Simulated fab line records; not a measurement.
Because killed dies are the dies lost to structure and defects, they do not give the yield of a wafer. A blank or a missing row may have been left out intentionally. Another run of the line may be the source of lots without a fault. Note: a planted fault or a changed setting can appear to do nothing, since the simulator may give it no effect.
Which tool was responsible?    flow nandHarc    Sampling: 14 lots, 42 wafers, 6 of 1302 route steps

## WHAT THE GAUGES READ, wafer by wafer
NHARC_A_ONON_D1_THK_MEAS_02: measures by ellipsometry. Usual: 999 nm for thkNm, sd 8.7.
lot   measured      on            thkNm (nm)      flag
L677  day 7 20:37   filmMetro-01  990 988 989     
L678  day 8 06:36   filmMetro-01  1005 1004 1004  
L679  day 8 14:25   filmMetro-02  992 991 991     
L680  day 8 23:17   filmMetro-02  1018 1018 1017  
L682  day 9 15:53   filmMetro-02  1017 1017 1016  
L684  day 10 11:26  filmMetro-02  1004 1005 1006  
L685  day 11 07:12  filmMetro-01  988 992 991     
L686  day 11 16:49  filmMetro-01  1007 1005 1005  
L687  day 12 04:33  filmMetro-01  996 996 993     
L696  day 15 14:13  filmMetro-02  987 989 987     
L697  day 15 22:25  filmMetro-02  997 1000 998    
L698  day 16 08:28  filmMetro-02  982 984 984     
L700  day 17 02:46  filmMetro-01  1004 1003 1002  
L699  day 17 02:47  filmMetro-01  1001 1003 1000  

NHARC_A_ONON_D1_THK_MEAS_14: measures by ellipsometry. Usual: 999 nm for thkNm, sd 11.
lot   measured      on            thkNm (nm)      flag
L677  day 7 22:53   filmMetro-02  981 981 980     
L678  day 8 08:53   filmMetro-01  991 993 994     
L679  day 8 16:41   filmMetro-01  996 997 995     
L680  day 9 01:33   filmMetro-02  983 983 983     
L682  day 9 18:09   filmMetro-01  1012 1009 1009  
L684  day 10 13:41  filmMetro-02  1007 1009 1008  
L685  day 11 09:28  filmMetro-02  995 994 995     
L686  day 11 19:05  filmMetro-01  993 992 992     
L687  day 12 06:49  filmMetro-01  1009 1008 1008  
L696  day 15 16:30  filmMetro-01  1004 1002 1002  
L697  day 16 00:41  filmMetro-02  1008 1008 1008  
L698  day 16 10:44  filmMetro-01  1014 1013 1013  
L700  day 17 05:01  filmMetro-01  993 992 992     
L699  day 17 05:03  filmMetro-01  989 990 988     

NHARC_A_ONON_D1_THK_MEAS_27: measures by ellipsometry. Usual: 1001 nm for thkNm, sd 9.9.
lot   measured      on            thkNm (nm)      flag
L677  day 8 08:28   filmMetro-02  1010 1011 1010  
L678  day 8 18:22   filmMetro-01  982 980 980     
L679  day 9 02:24   filmMetro-02  1003 1002 1003  
L680  day 9 11:02   filmMetro-01  986 987 988     
L682  day 10 03:36  filmMetro-01  1007 1005 1006  
L684  day 11 00:35  filmMetro-01  990 989 992     
L685  day 11 21:01  filmMetro-02  1010 1008 1009  
L686  day 12 04:59  filmMetro-01  1018 1018 1017  
L687  day 12 17:40  filmMetro-02  1004 1004 1004  
L696  day 16 02:26  filmMetro-01  1007 1009 1008  
L697  day 16 11:17  filmMetro-02  988 988 988     
L698  day 16 20:15  filmMetro-01  991 990 990     
L700  day 17 14:47  filmMetro-01  996 995 996     
L699  day 17 14:47  filmMetro-02  998 999 997     

NHARC_A_ONON_D1_THK_MEAS_34: measures by ellipsometry. Usual: 200.8 nm for thkNm, sd 2.8.
lot   measured      on            thkNm (nm)                           flag
L677  day 8 09:38   filmMetro-01  196.2 199.5 199.9                    
L678  day 8 19:24   filmMetro-02  196.2 198.9 203.9                    
L679  day 9 03:26   filmMetro-01  201.2 198.6 202.1                    
L680  day 9 12:04   filmMetro-01  201.9 203.4 201.3                    
L682  day 10 04:38  filmMetro-02  201.0 203.5 200.3                    
L684  day 11 01:37  filmMetro-01  196.6 205.8 205.1                    
L685  day 11 22:04  filmMetro-01  194.9 199.0 198.0                    
L686  day 12 06:02  filmMetro-02  360.4 362.2 365.3 360.6 363.2 364.9  OFF
L687  day 12 18:43  filmMetro-01  365.2 362.9 370.8 367.1 363.6 368.7  OFF
L696  day 16 03:28  filmMetro-01  195.1 198.8 201.5                    
L697  day 16 12:20  filmMetro-01  201.8 195.0 205.8                    
L698  day 16 21:17  filmMetro-01  204.3 204.5 206.5                    
L700  day 17 15:51  filmMetro-02  195.2 202.6 200.2                    
L699  day 17 15:58  filmMetro-01  198.7 198.1 202.9                    

NHARC_END_SORT_01. Usual: for defectLimitedYield, 90.9 % with a standard deviation of 2.6; for killedAtArray, 57 with a standard deviation of 18; for killedAtOther, 0.8 with a standard deviation of 1; for killedAtPeriphery, 3.9 with a standard deviation of 2.8; for killedDies, 62 with a standard deviation of 18; for killedOpen, 3.4 with a standard deviation of 1.8; for killedShort, 2.2 with a standard deviation of 1.6.
lot   measured      on         defectLimitedYield (%)  killedAtArray  killedAtOther  killedAtPeriphery  killedDies  killedOpen  killedShort  flag
L682  day 26 23:17  prober-02  86.3 85.5 87.0          87 88 76       0 0 0          6 10 12            93 98 88    7 3 3       3 1 1        
L684  day 26 23:14  prober-01  93.1 92.5 93.6          45 45 40       2 1 1          0 5 2              47 51 43    4 2 3       0 1 1        
L685  day 28 05:51  prober-02  90.5 91.1               56 57          0 0            8 3                64 60       3 4         1 4          
L697  day 33 07:40  prober-02  92.3 91.3 90.4          51 56 58       0 2 2          1 1 5              52 59 65    2 4 2       2 1 5        
L699  day 34 13:55  prober-01  88.9 90.5 90.8          71 60 60       0 0 1          4 4 1              75 64 62    4 3 0       2 1 4        

## WHAT TOOL EACH LOT RAN ON (gives the tool, then ch and the chambers of the sampled wafers, and finally the start)
lot   NHARC_A_ONON_D1_DEP_33
L677  pecvd-02 ch 1,2, day 8 09:10
L678  pecvd-01 ch 0,2, day 8 19:04
L679  pecvd-01 ch 0,2, day 9 03:04
L680  pecvd-01 ch 0,1,2, day 9 11:47
L682  pecvd-02 ch 0,2, day 10 04:16
L684  pecvd-02 ch 0,1,2, day 11 01:15
L685  pecvd-02 ch 1,2, day 11 21:38
L686  pecvd-02 ch 0,1,2, day 12 05:37
L687  pecvd-02 ch 0,1, day 12 18:20
L696  pecvd-03 ch 0,1,2, day 16 03:04
L697  pecvd-02 ch 0,2, day 16 11:55
L698  pecvd-02 ch 0,1, day 16 20:55
L700  pecvd-01 ch 1,2, day 17 15:32
L699  pecvd-02 ch 0,1, day 17 15:25
- NHARC_A_ONON_D1_DEP_33: deposits SiO2, target thk 200 nm.

## AS READ BY THE TOOLS THEMSELVES (means over the sampled wafers that have a number; for cases with no such wafer, the mark the record gives instead)
NHARC_A_ONON_D1_DEP_33. Usual: heaterPowerW 532 W, standard deviation 90; susceptorTempC 400.01 C, standard deviation 0.2; throttleValvePct 15.8 %, standard deviation 0.51.
lot   tool      heaterPowerW (W)  susceptorTempC (C)  throttleValvePct (%)  flag
L677  pecvd-02  509               400.09              15.9                  
L678  pecvd-01  655               399.91              15.9                  
L679  pecvd-01  585               400.21              16.3                  
L680  pecvd-01  577               400.05              16.0                  
L682  pecvd-02  491               400.05              15.7                  
L684  pecvd-02  488               399.95              15.5                  
L685  pecvd-02  468               399.94              15.6                  
L686  pecvd-02  504               400.04              15.5                  
L687  pecvd-02  432               399.89              15.7                  
L696  pecvd-03  550               400.05              15.9                  
L697  pecvd-02  460               400.09              15.5                  
L698  pecvd-02  461               399.99              15.8                  
L700  pecvd-01  596               400.15              16.7                  
L699  pecvd-02  528               399.92              16.2                  

## THE ANSWER, worked out from the rows above alone
Rule: a lot counts as off when the mean over its wafers that have a number is more than 3 standard deviations away from the usual mean. A lot without any number at a reading at which 4 lots or more have one is off too. All remaining lots with rows at the step are treated as sound. First the gauges in route order, then the tools' own readings, where a lot's mean is used as printed above. At the first step where some lot is off, the reading lying furthest off is the one used; lots without a number count as furthest.
Off at NHARC_A_ONON_D1_THK_MEAS_34 (thkNm): L686, L687.
A tool fits if, at a process step before that reading, it ran every lot that is off, and no sound lot after the first of them. Gauges at NHARC_A_ONON_D1_THK_MEAS_34: tried the same way as those tools. None of those tried fits.

## WHAT THE SIMULATOR PUT IN
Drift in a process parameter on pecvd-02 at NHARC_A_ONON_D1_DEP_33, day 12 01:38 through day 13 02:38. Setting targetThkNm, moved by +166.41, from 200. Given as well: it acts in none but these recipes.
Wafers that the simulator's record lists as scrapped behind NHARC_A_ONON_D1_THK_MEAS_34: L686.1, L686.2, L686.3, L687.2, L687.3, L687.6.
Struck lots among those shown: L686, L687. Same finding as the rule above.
